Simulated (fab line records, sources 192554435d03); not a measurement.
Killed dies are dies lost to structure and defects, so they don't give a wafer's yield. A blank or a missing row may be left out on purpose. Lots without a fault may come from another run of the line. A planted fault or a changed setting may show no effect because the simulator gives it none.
Chamber matching | flow n5_finfet | N5_BEOL_M0_SAQP_STRIP_108 on rie_diel-03: 4 sister chambers
The step strips in N2/H2. 4 wafers are shown with their chamber, then 12 later ones without.

WAFERS WITH THEIR CHAMBER
wafer  | chamber | drypump_motor_current_A (A)
L084.4 | 2       | 5.8
L087.1 | 3       | 6.7
L087.4 | 0       | 5.3
L087.5 | 1       | 4.8

WAFERS WITHOUT THEIR CHAMBER
wafer  | drypump_motor_current_A (A)
L088.2 | 6.6
L088.4 | 5.3
L088.6 | 6.6
L095.1 | 6.7
L095.4 | 5.7
L095.5 | 5.8
L096.1 | 6.7
L096.2 | 4.8
L096.3 | 5.7
L097.1 | 4.8
L097.2 | 5.4
L097.6 | 5.7

WHICH CHAMBER EACH WENT THROUGH
wafer  | from the rows above | in truth
L088.2 | 3                   | 3
L088.4 | 0                   | 0
L088.6 | 3                   | 3
L095.1 | 3                   | 3
L095.4 | 2                   | 2
L095.5 | 2                   | 2
L096.1 | 3                   | 3
L096.2 | 1                   | 1
L096.3 | 2                   | 2
L097.1 | 1                   | 1
L097.2 | 0                   | 0
L097.6 | 2                   | 2
Placed correctly: 12 of 12. Can't be placed from these rows: 0. Placed wrongly: 0.
How it was worked out, from the rows above alone: a wafer's distance from a chamber is the root of the sum, over the readings, of the square of ((its reading less the chamber's mean) divided by the reading's scatter). The wafer belongs to the nearest chamber; if the next one is less than 2 further off, it can't be placed. A chamber's mean is the mean of its shown wafers. The scatter: with one shown wafer a chamber, the root of the mean of the squares of how far each hidden wafer lies from its nearest shown one.
